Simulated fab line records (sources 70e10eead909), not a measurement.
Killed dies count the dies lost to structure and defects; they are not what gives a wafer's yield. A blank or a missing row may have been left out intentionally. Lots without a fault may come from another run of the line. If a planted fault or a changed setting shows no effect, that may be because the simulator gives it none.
The tool behind it: which one? :: flow nand_harc :: 36 wafers from 12 lots sampled at 4 of the route's 1302 steps

== WHAT THE GAUGES READ, wafer by wafer ==
NHARC_A_CONTACT_CD_MEAS_42 targets a cd of 300 nm. Usual: 300.2 nm for cd_nm, sd 0.45.
lot: L867
measured: day 21 21:49
on: cd_sem-03
cd_nm (nm): 300.8 300.9 300.1
flag: 

lot: L868
measured: day 21 20:56
on: cd_sem-03
cd_nm (nm): 300.0 299.7 300.1
flag: 

lot: L870
measured: day 22 23:25
on: cd_sem-02
cd_nm (nm): 300.7 300.4 301.1
flag: 

lot: L873
measured: day 24 10:06
on: cd_sem-01
cd_nm (nm): 300.2 300.1 300.5
flag: 

lot: L874
measured: day 24 12:32
on: cd_sem-02
cd_nm (nm): 299.9 299.7 299.8
flag: 

lot: L876
measured: day 25 17:37
on: cd_sem-03
cd_nm (nm): 300.4 299.8 299.8
flag: 

lot: L877
measured: day 25 18:22
on: cd_sem-01
cd_nm (nm): 300.3 299.6 299.7
flag: 

lot: L883
measured: day 27 14:51
on: cd_sem-03
cd_nm (nm): 321.1 320.4 321.4
flag: OFF

lot: L885
measured: day 28 22:13
on: cd_sem-02
cd_nm (nm): 300.0 299.9 299.7
flag: 

lot: L886
measured: day 29 21:58
on: cd_sem-01
cd_nm (nm): 317.1 317.4 317.5
flag: OFF

lot: L888
measured: day 30 10:34
on: cd_sem-01
cd_nm (nm): 300.3 300.5 300.5
flag: 

lot: L889
measured: day 30 21:16
on: cd_sem-02
cd_nm (nm): 301.0 300.0 301.0
flag: 

== TOOL THAT RAN EACH LOT (tool first, then ch and the chambers of the sampled wafers, then the start) ==
lot: L867
NHARC_A_WL_FILL_ALD_19: ald_metal-01 ch 0,1,2, day 21 14:21
NHARC_A_WL_FILL_CVD_20: cvd_w-01 ch 0,1, day 21 21:40 or earlier
NHARC_A_CONTACT_EXPOSE_39: arfi_scanner-03 ch 0, day 21 21:40

lot: L868
NHARC_A_WL_FILL_ALD_19: ald_metal-04 ch 1,3, day 21 14:21
NHARC_A_WL_FILL_CVD_20: cvd_w-02 ch 0, day 21 20:47 or earlier
NHARC_A_CONTACT_EXPOSE_39: arfi_scanner-03 ch 0, day 21 20:47

lot: L870
NHARC_A_WL_FILL_ALD_19: ald_metal-04 ch 1,2,3, day 22 15:37
NHARC_A_WL_FILL_CVD_20: cvd_w-02 ch 0,1, day 22 23:16 or earlier
NHARC_A_CONTACT_EXPOSE_39: arfi_scanner-03 ch 0, day 22 23:16

lot: L873
NHARC_A_WL_FILL_ALD_19: ald_metal-04 ch 0,2,3, day 23 22:58
NHARC_A_WL_FILL_CVD_20: cvd_w-02 ch 0, day 24 09:58 or earlier
NHARC_A_CONTACT_EXPOSE_39: arfi_scanner-01 ch 0, day 24 09:58

lot: L874
NHARC_A_WL_FILL_ALD_19: ald_metal-02 ch 2,3, day 24 02:07
NHARC_A_WL_FILL_CVD_20: cvd_w-02 ch 1, day 24 12:24 or earlier
NHARC_A_CONTACT_EXPOSE_39: arfi_scanner-02 ch 0, day 24 12:24

lot: L876
NHARC_A_WL_FILL_ALD_19: ald_metal-01 ch 0,2, day 25 09:32
NHARC_A_WL_FILL_CVD_20: cvd_w-01 ch 0,1, day 25 17:28 or earlier
NHARC_A_CONTACT_EXPOSE_39: arfi_scanner-01 ch 0, day 25 17:28

lot: L877
NHARC_A_WL_FILL_ALD_19: ald_metal-04 ch 0,2,3, day 25 09:32
NHARC_A_WL_FILL_CVD_20: cvd_w-01 ch 0,1, day 25 18:13 or earlier
NHARC_A_CONTACT_EXPOSE_39: arfi_scanner-03 ch 0, day 25 18:13

lot: L883
NHARC_A_WL_FILL_ALD_19: ald_metal-01 ch 0,1,2, day 27 07:08
NHARC_A_WL_FILL_CVD_20: cvd_w-01 ch 0,1, day 27 14:43 or earlier
NHARC_A_CONTACT_EXPOSE_39: arfi_scanner-03 ch 0, day 27 14:43

lot: L885
NHARC_A_WL_FILL_ALD_19: ald_metal-01 ch 0,2,3, day 28 15:49
NHARC_A_WL_FILL_CVD_20: cvd_w-02 ch 0,1, day 28 22:05 or earlier
NHARC_A_CONTACT_EXPOSE_39: arfi_scanner-02 ch 0, day 28 22:05

lot: L886
NHARC_A_WL_FILL_ALD_19: ald_metal-02 ch 0,1,2, day 29 10:37
NHARC_A_WL_FILL_CVD_20: cvd_w-01 ch 1, day 29 21:49 or earlier
NHARC_A_CONTACT_EXPOSE_39: arfi_scanner-03 ch 0, day 29 21:49

lot: L888
NHARC_A_WL_FILL_ALD_19: ald_metal-02 ch 1,2, day 30 03:19
NHARC_A_WL_FILL_CVD_20: cvd_w-02 ch 0,1, day 30 10:25 or earlier
NHARC_A_CONTACT_EXPOSE_39: arfi_scanner-01 ch 0, day 30 10:25

lot: L889
NHARC_A_WL_FILL_ALD_19: ald_metal-02 ch 0,3, day 30 14:43
NHARC_A_WL_FILL_CVD_20: cvd_w-02 ch 0,1, day 30 21:08 or earlier
NHARC_A_CONTACT_EXPOSE_39: arfi_scanner-02 ch 0, day 30 21:08
- NHARC_A_WL_FILL_ALD_19: deposits TiN, target thk 2 nm, pulse time 3 s, ald cycles 100.
- NHARC_A_WL_FILL_CVD_20: deposits W, target thk 100 nm, time 74 s.
- NHARC_A_CONTACT_EXPOSE_39: exposes mask A CC 3.

== WHAT THE TOOLS THEMSELVES READ (means of the sampled wafers that have a number; where no wafer has one, the mark that the record gives instead) ==
NHARC_A_WL_FILL_ALD_19. Usual: heater_power_w 1094 W, standard deviation 78; precursor_pulse_height_rel 1.000, standard deviation 0.022.
lot: L867
tool: ald_metal-01
heater_power_w (W): 1101
precursor_pulse_height_rel: 0.979
flag: 

lot: L868
tool: ald_metal-04
heater_power_w (W): 1107
precursor_pulse_height_rel: 0.992
flag: 

lot: L870
tool: ald_metal-04
heater_power_w (W): 1124
precursor_pulse_height_rel: 1.022
flag: 

lot: L873
tool: ald_metal-04
heater_power_w (W): 1120
precursor_pulse_height_rel: 1.000
flag: 

lot: L874
tool: ald_metal-02
heater_power_w (W): 1023
precursor_pulse_height_rel: 0.987
flag: 

lot: L876
tool: ald_metal-01
heater_power_w (W): 1114
precursor_pulse_height_rel: 0.993
flag: 

lot: L877
tool: ald_metal-04
heater_power_w (W): 1134
precursor_pulse_height_rel: 0.992
flag: 

lot: L883
tool: ald_metal-01
heater_power_w (W): 1109
precursor_pulse_height_rel: 0.989
flag: 

lot: L885
tool: ald_metal-01
heater_power_w (W): 1115
precursor_pulse_height_rel: 1.016
flag: 

lot: L886
tool: ald_metal-02
heater_power_w (W): 1037
precursor_pulse_height_rel: 1.005
flag: 

lot: L888
tool: ald_metal-02
heater_power_w (W): 1053
precursor_pulse_height_rel: 1.006
flag: 

lot: L889
tool: ald_metal-02
heater_power_w (W): 1033
precursor_pulse_height_rel: 0.999
flag: 

NHARC_A_WL_FILL_CVD_20. Usual: heater_power_w 863 W, standard deviation 72; throttle_valve_pct 8.0 %, standard deviation 0.31.
lot: L867
tool: cvd_w-01
heater_power_w (W): 855
throttle_valve_pct (%): 8.5
flag: 

lot: L868
tool: cvd_w-02
heater_power_w (W): 806
throttle_valve_pct (%): 8.1
flag: 

lot: L870
tool: cvd_w-02
heater_power_w (W): 861
throttle_valve_pct (%): 8.0
flag: 

lot: L873
tool: cvd_w-02
heater_power_w (W): 814
throttle_valve_pct (%): 8.1
flag: 

lot: L874
tool: cvd_w-02
heater_power_w (W): 943
throttle_valve_pct (%): 7.6
flag: 

lot: L876
tool: cvd_w-01
heater_power_w (W): 857
throttle_valve_pct (%): 8.2
flag: 

lot: L877
tool: cvd_w-01
heater_power_w (W): 829
throttle_valve_pct (%): 8.1
flag: 

lot: L883
tool: cvd_w-01
heater_power_w (W): 853
throttle_valve_pct (%): 8.2
flag: 

lot: L885
tool: cvd_w-02
heater_power_w (W): 886
throttle_valve_pct (%): 7.7
flag: 

lot: L886
tool: cvd_w-01
heater_power_w (W): 892
throttle_valve_pct (%): 8.1
flag: 

lot: L888
tool: cvd_w-02
heater_power_w (W): 903
throttle_valve_pct (%): 7.7
flag: 

lot: L889
tool: cvd_w-02
heater_power_w (W): 807
throttle_valve_pct (%): 8.0
flag: 

NHARC_A_CONTACT_EXPOSE_39. Usual: 58.74 for exposure_dose_mJ_cm2, sd 0.06.
lot: L867
tool: arfi_scanner-03
exposure_dose_mJ_cm2: 58.72
flag: 

lot: L868
tool: arfi_scanner-03
exposure_dose_mJ_cm2: 58.75
flag: 

lot: L870
tool: arfi_scanner-03
exposure_dose_mJ_cm2: 58.84
flag: 

lot: L873
tool: arfi_scanner-01
exposure_dose_mJ_cm2: 58.70
flag: 

lot: L874
tool: arfi_scanner-02
exposure_dose_mJ_cm2: 58.79
flag: 

lot: L876
tool: arfi_scanner-01
exposure_dose_mJ_cm2: 58.70
flag: 

lot: L877
tool: arfi_scanner-03
exposure_dose_mJ_cm2: 58.75
flag: 

lot: L883
tool: arfi_scanner-03
exposure_dose_mJ_cm2: 84.75
flag: OFF

lot: L885
tool: arfi_scanner-02
exposure_dose_mJ_cm2: 58.75
flag: 

lot: L886
tool: arfi_scanner-03
exposure_dose_mJ_cm2: 79.55
flag: OFF

lot: L888
tool: arfi_scanner-01
exposure_dose_mJ_cm2: 58.73
flag: 

lot: L889
tool: arfi_scanner-02
exposure_dose_mJ_cm2: 58.76
flag: 

== THE ANSWER, worked out from the rows above alone ==
Rule: lot off if the mean of its wafers having a number is beyond 3 standard deviations from the usual mean. A lot without any number at a reading at which 4 lots or more have one is off too. All remaining lots with rows at the step are treated as sound. Order of review: gauges by route order, followed by the tools' own readings, for which a lot's mean as printed above is used. The first step at which some lot is off is used, and at that step the reading that is off furthest; a lot without a number counts as furthest.
Off: L883, L886 (NHARC_A_CONTACT_CD_MEAS_42, cd_nm).
A tool fits if, at a process step before that reading, it ran every lot that is off, and no sound lot after the first of them. Not tried: the gauges at NHARC_A_CONTACT_CD_MEAS_42; whatever is off there is also off at NHARC_A_CONTACT_EXPOSE_39, on other tools, and gauge error can't account for it. Because NHARC_A_WL_FILL_CVD_20 lacks a start for some lots, the hours and order of its lots are taken from NHARC_A_CONTACT_EXPOSE_39. Undecided on this evidence; 2 tools fit (cvd_w-01 at NHARC_A_WL_FILL_CVD_20, arfi_scanner-03 at NHARC_A_CONTACT_EXPOSE_39).

== WHAT THE SIMULATOR PUT IN ==
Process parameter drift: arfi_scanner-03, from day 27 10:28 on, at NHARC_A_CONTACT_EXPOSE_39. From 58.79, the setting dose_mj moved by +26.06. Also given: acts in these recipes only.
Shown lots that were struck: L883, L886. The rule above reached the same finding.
